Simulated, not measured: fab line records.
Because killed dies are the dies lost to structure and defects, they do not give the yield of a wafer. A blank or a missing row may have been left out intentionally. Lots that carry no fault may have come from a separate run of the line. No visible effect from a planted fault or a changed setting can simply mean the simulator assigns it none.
fab line records    flow nand_harc
record lots=7  wafers=21  last_day=25
route steps=1159 shown A_M0@1013 A_M1@1026
lots untouched by any fault: they come from a run of this same line in which no faults occurred
start_h: the number of hours between the record's first day and the start of the first shown wafer of the lot    wait_h: how many hours have passed since the lot's step before this one    " the same as in the row above    L1.1+2: several wafers, shown together as one row    - no value present, or no start provided    * or withheld: withheld    < > ~ a bound
route shown NAME@n: names a module that has steps shown in the file, with the first one's number in the route    usual: mean/standard deviation of fault-free wafers    same: alike in all rows    chamber/n: place in a boat    sites: readings site by site    _std_site: their standard deviation    _edge_site: the outer-site mean with the inner-site mean subtracted    radius_mm: for every site, how far away it sits from the centre of the wafer    mask NAME#n: copy n    behind: the last tool/chamber to shape the wafer    hold: the reason the lot was held/the length of the hold in hours/how it ended    device: the transistor (n, p or np) that didn't switch    end of line: at the end of the route, the tests of the same wafers    for a step that has no rows: nothing shown but its recipe    killed: dies lost to structure and defects at the first sort, not the wafer's yield    map: a wafer's dies, x killed, . not, _ none there
set.NAME: the run value of the setting; set.NAME@STEP: its run value at that earlier step    model.NAME: the simulator's own value behind a step, which no gauge read
lots at some steps of the route; a table a step, a row a wafer
services: from which hour (start_h, from the record's first day; less than 0 if before it) a tool's chamber was out of use, for how many hours, and why
## steps
# step NHARC_A_M0_DEGAS_28
# recipe temp_c=250  time_s=60
# usual heater_power_w=323/31
lot.wafer  tool            chamber  start_h  wait_h  heater_power_w
L568.4     pvd_sputter-01  -        409.86   -       277
L568.3     "               -        "        "       334
L568.2     "               -        "        "       382
L572.3     pvd_sputter-02  -        431.86   -       374
L572.6     "               -        "        "       334
L572.5     "               -        "        "       324
L571.3     pvd_sputter-03  -        432.60   -       290
L571.1     "               -        "        "       294
L571.2     "               -        "        "       331
L574.2     pvd_sputter-03  -        457.48   -       282
L574.3     "               -        "        "       316
L574.6     "               -        "        "       325
L579.1     pvd_sputter-03  -        481.09   -       325
L579.2     "               -        "        "       287
L579.4     "               -        "        "       341
L580.3     pvd_sputter-03  -        500.25   -       334
L580.2     "               -        "        "       336
L580.5     "               -        "        "       284
L588.4     pvd_sputter-03  -        537.60   -       290
L588.1     "               -        "        "       305
L588.3     "               -        "        "       327
# step NHARC_A_M0_PRE_CLEAN_29
# recipe time_s=30  temp_c=280  gas=H2/He
# step NHARC_A_M0_PVD_20
# recipe target_thk_a=50  bias_v=168.6  power_w=15000  chamber_pressure_pa=0.12  time_s=8.06  substrate_temp_c=50  material=TaN
# step NHARC_A_M0_PVD_21
# recipe target_thk_a=300  chamber_pressure_pa=5  power_w=5000  substrate_temp_c=30  time_s=20.49  material=Cu
# usual substrate_temp_c=30.00/0.096  throttle_valve_pct=30.0/0.79
lot.wafer  tool            chamber  start_h  wait_h  substrate_temp_c  throttle_valve_pct
L568.4     pvd_sputter-01  -        -        -       29.96             30.1
L568.3     "               -        "        "       29.97             28.8
L568.2     "               -        "        "       29.73             30.6
L572.3     pvd_sputter-02  -        -        -       30.11             29.8
L572.5     "               -        "        "       29.97             30.5
L572.6     "               -        "        "       29.99             29.9
L571.2     pvd_sputter-03  -        -        -       29.95             30.0
L571.3     "               -        "        "       29.86             28.4
L571.1     "               -        "        "       30.22             29.2
L574.3     pvd_sputter-03  -        -        -       30.07             31.0
L574.2     "               -        "        "       30.03             28.6
L574.6     "               -        "        "       30.14             30.4
L579.4     pvd_sputter-03  -        -        -       30.11             29.7
L579.1     "               -        "        "       30.08             31.1
L579.2     "               -        "        "       29.97             28.5
L580.3     pvd_sputter-03  -        -        -       30.10             29.6
L580.2     "               -        "        "       30.07             28.5
L580.5     "               -        "        "       30.05             30.8
L588.3     pvd_sputter-03  -        -        -       29.95             28.6
L588.4     "               -        "        "       29.97             29.6
L588.1     "               -        "        "       30.01             29.5
# step NHARC_A_M0_ECD_22
# recipe target_thk_a=4000  bath_temp_c=25  material=Cu
# step NHARC_A_M0_ANNEAL_30
# recipe temp_c=225  time_s=90
# usual wafer_temp_C_max=226.4/0.35
lot.wafer  tool           chamber  start_h  wait_h  wafer_temp_C_max
L568.2     rtp_anneal-01  0        410.85   0.5     226.4
L568.3     "              0        "        "       227.2
L568.4     "              0        "        "       226.1
L572.3     rtp_anneal-02  0        432.68   -       226.7
L572.5     "              0        "        "       226.2
L572.6     "              0        "        "       226.5
L571.1     rtp_anneal-02  0        433.33   -       226.2
L571.2     "              0        "        "       226.1
L571.3     "              0        "        "       226.1
L574.2     rtp_anneal-02  0        458.29   0.3     225.8
L574.3     "              0        "        "       226.3
L574.6     "              0        "        "       225.9
L579.1     rtp_anneal-02  0        481.84   -       226.4
L579.2     "              0        "        "       226.3
L579.4     "              0        "        "       226.3
L580.2     rtp_anneal-02  0        501.05   0.4     226.3
L580.3     "              0        "        "       226.1
L580.5     "              0        "        "       226.5
L588.1     rtp_anneal-01  0        538.60   -       226.6
L588.3     "              0        "        "       226.6
L588.4     "              0        "        "       226.5
# step NHARC_A_M0_CMP_23
# recipe t_overpolish_s=20  target_thk_nm=113.75
# usual motor_current_A=11.5/1.3  time_to_endpoint_s=28/3.2
lot.wafer  tool    chamber  start_h  wait_h  motor_current_A  time_to_endpoint_s
L568.4     cmp-03  2        411.14   -       11.4             35
L568.3     "       3        "        "       12.1             30
L568.2     "       1        "        "       14.1             27
L572.3     cmp-04  1        432.93   -       10.0             30
L572.6     "       1        "        "       9.5              30
L572.5     "       2        "        "       12.9             31
L571.2     cmp-04  0        433.71   -       10.0             22
L571.3     "       1        "        "       10.2             27
L571.1     "       2        "        "       12.9             26
L574.2     cmp-04  2        458.58   -       12.9             28
L574.3     "       3        "        "       11.1             27
L574.6     "       3        "        "       11.1             27
L579.4     cmp-04  3        482.18   -       11.6             27
L579.1     "       0        "        "       10.2             24
L579.2     "       2        "        "       13.4             26
L580.2     cmp-02  0        501.34   -       10.9             31
L580.3     "       3        "        "       11.7             28
L580.5     "       0        "        "       11.1             28
L588.4     cmp-03  3        538.95   -       11.7             27
L588.3     "       0        "        "       11.8             25
L588.1     "       1        "        "       14.4             25
# step NHARC_A_M0_THK_MEAS_24
# recipe thk_meas_gauge=xrf
# usual thk_nm=113.3/1.6
lot.wafer  tool           chamber  start_h  wait_h  thk_nm
L568.2     film_metro-02  -        411.46   -       114.2
L568.3     "              -        "        "       113.2
L568.4     "              -        "        "       111.8
L572.3     film_metro-02  -        433.25   -       112.9
L572.5     "              -        "        "       113.2
L572.6     "              -        "        "       113.0
L571.1     film_metro-02  -        433.99   -       113.7
L571.2     "              -        "        "       112.8
L571.3     "              -        "        "       112.5
L574.2     film_metro-02  -        458.90   -       114.9
L574.3     "              -        "        "       112.9
L574.6     "              -        "        "       111.8
L579.1     film_metro-01  -        482.50   -       112.4
L579.2     "              -        "        "       111.7
L579.4     "              -        "        "       112.3
L580.2     film_metro-02  -        501.66   -       115.7
L580.3     "              -        "        "       115.8
L580.5     "              -        "        "       114.4
L588.1     film_metro-01  -        539.26   -       112.7
L588.3     "              -        "        "       112.9
L588.4     "              -        "        "       112.7
# step NHARC_A_M0_SRD_25
# step NHARC_A_M0_INSPECT_27
# usual raw_defect_count=450/140
lot.wafer  tool               chamber  start_h  wait_h  raw_defect_count
L568.2     defect_inspect-01  -        411.61   0.0     393
L568.3     "                  -        "        "       365
L568.4     "                  -        "        "       484
L572.3     defect_inspect-02  -        433.41   0.0     578
L572.5     "                  -        "        "       365
L572.6     "                  -        "        "       383
L571.1     defect_inspect-02  -        434.15   0.0     441
L571.2     "                  -        "        "       406
L571.3     "                  -        "        "       570
L574.2     defect_inspect-01  -        459.05   0.0     532
L574.3     "                  -        "        "       463
L574.6     "                  -        "        "       617
L579.1     defect_inspect-02  -        482.65   0.0     440
L579.2     "                  -        "        "       375
L579.4     "                  -        "        "       734
L580.2     defect_inspect-01  -        501.83   0.0     373
L580.3     "                  -        "        "       403
L580.5     "                  -        "        "       387
L588.1     defect_inspect-02  -        539.41   0.0     508
L588.3     "                  -        "        "       438
L588.4     "                  -        "        "       513
# step NHARC_A_M0_PRE_CLEAN_31
# recipe time_s=12  temp_c=370  rf_power_w=300  gas=NH3
# usual heater_power_w=663/82
lot.wafer  tool      chamber  start_h  wait_h  heater_power_w
L568.2     pecvd-01  1        411.68   0.1     701
L568.3     "         0        "        "       635
L568.4     "         1        "        "       681
L572.3     pecvd-01  1        433.51   0.1     727
L572.6     "         2        "        "       664
L572.5     "         0        "        "       661
L571.2     pecvd-04  0        434.22   0.1     521
L571.1     "         2        "        "       794
L571.3     "         2        "        "       808
L574.2     pecvd-04  0        459.12   0.1     599
L574.3     "         1        "        "       639
L574.6     "         1        "        "       653
L579.2     pecvd-02  2        482.72   0.1     490
L579.1     "         0        "        "       633
L579.4     "         1        "        "       718
L580.2     pecvd-01  1        501.89   0.1     700
L580.3     "         0        "        "       704
L580.5     "         2        "        "       558
L588.1     pecvd-02  0        539.48   0.1     616
L588.3     "         1        "        "       623
L588.4     "         1        "        "       638
# step NHARC_A_M0_DEP_32
# recipe target_thk_a=300  temp_c=370  target_thk_nm=30  pressure_torr=3  flow_sccm=200  rf_w=450  material=SiCN
# usual chamber_pressure_Torr=3.000/0.007  heater_power_outer_w=343/55  heater_power_w=600/80
lot.wafer  tool      chamber  start_h  wait_h  chamber_pressure_Torr  heater_power_outer_w  heater_power_w
L568.2     pecvd-01  1        411.76   0.1     2.994                  299                   577
L568.3     "         0        "        "       2.999                  344                   561
L568.4     "         1        "        "       2.995                  299                   589
L572.3     pecvd-01  1        433.64   0.1     -                      -                     -
L572.6     "         2        "        "       -                      -                     -
L572.5     "         0        "        "       -                      -                     -
L571.2     pecvd-04  0        434.33   0.1     -                      -                     -
L571.1     "         2        "        "       -                      -                     -
L571.3     "         2        "        "       -                      -                     -
L574.2     pecvd-04  0        459.20   0.1     -                      -                     -
L574.3     "         1        "        "       -                      -                     -
L574.6     "         1        "        "       -                      -                     -
L579.2     pecvd-02  2        482.80   0.1     3.007                  288                   535
L579.1     "         0        "        "       2.993                  361                   575
L579.4     "         1        "        "       2.995                  428                   715
L580.2     pecvd-01  1        501.97   0.1     3.000                  330                   651
L580.3     "         0        "        "       2.990                  379                   599
L580.5     "         2        "        "       3.002                  301                   507
L588.1     pecvd-02  0        539.56   0.1     3.007                  289                   470
L588.3     "         1        "        "       3.007                  350                   599
L588.4     "         1        "        "       3.010                  360                   592
# step NHARC_A_M1_DEP_00
# recipe target_thk_a=1825  target_thk_nm=182.5  temp_c=withheld  pressure_torr=5  flow_sccm=200  rf_w=600  material=SiOC
## services
tool            chamber  start_h  hours  kind
pvd_sputter-02  -        392.00   10.0   pm
cmp-04          -        399.10   4.0    pm
cmp-04          -        416.64   4.9    repair
pecvd-01        -        418.33   13.0   pm
pecvd-01        0        418.33   13.0   vent_cycle
pecvd-01        1        418.33   13.0   vent_cycle
pecvd-01        2        418.33   13.0   vent_cycle
pvd_sputter-01  -        428.03   5.5    repair
pecvd-01        0        431.33   -      clean
pecvd-01        1        431.33   -      clean
pecvd-01        2        431.33   -      clean
pecvd-04        1        432.72   5.4    repair
cmp-02          -        447.64   4.0    pm
cmp-03          -        453.98   4.0    pm
pvd_sputter-03  -        458.09   10.0   pm
cmp-04          -        463.63   4.2    repair
pecvd-01        2        466.83   5.4    repair
pecvd-02        -        493.03   0.6    repair
cmp-04          -        497.10   4.0    pm
cmp-02          -        513.57   1.5    repair
pvd_sputter-01  -        514.00   10.0   pm
pecvd-02        -        515.00   13.0   pm
cmp-03          -        517.08   0.3    repair
cmp-04          -        534.23   1.4    repair
## key
first_sign step=NHARC_A_M0_DEP_32  reading=tool_record  direction=missing
effect none on later readings
met_at NHARC_A_M0_DEP_32
struck_wafers L571.1,L571.2,L571.3,L572.3,L572.5,L572.6,L574.2,L574.3,L574.6
sort_left_out L571.1,L571.2,L571.3,L572.3,L572.5,L572.6,L574.2,L574.3,L574.6
onset_between 411.76 433.64
fault kind=skipped_step_whole  tool=pecvd-01,pecvd-04  chamber=-  onset_h=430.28  steps=NHARC_A_M0_DEP_32  scope=struck_lots_only
# sort_left_out: the simulated sort isn't trusted on such a fault, so these wafers' sort isn't shown, and their yield isn't known
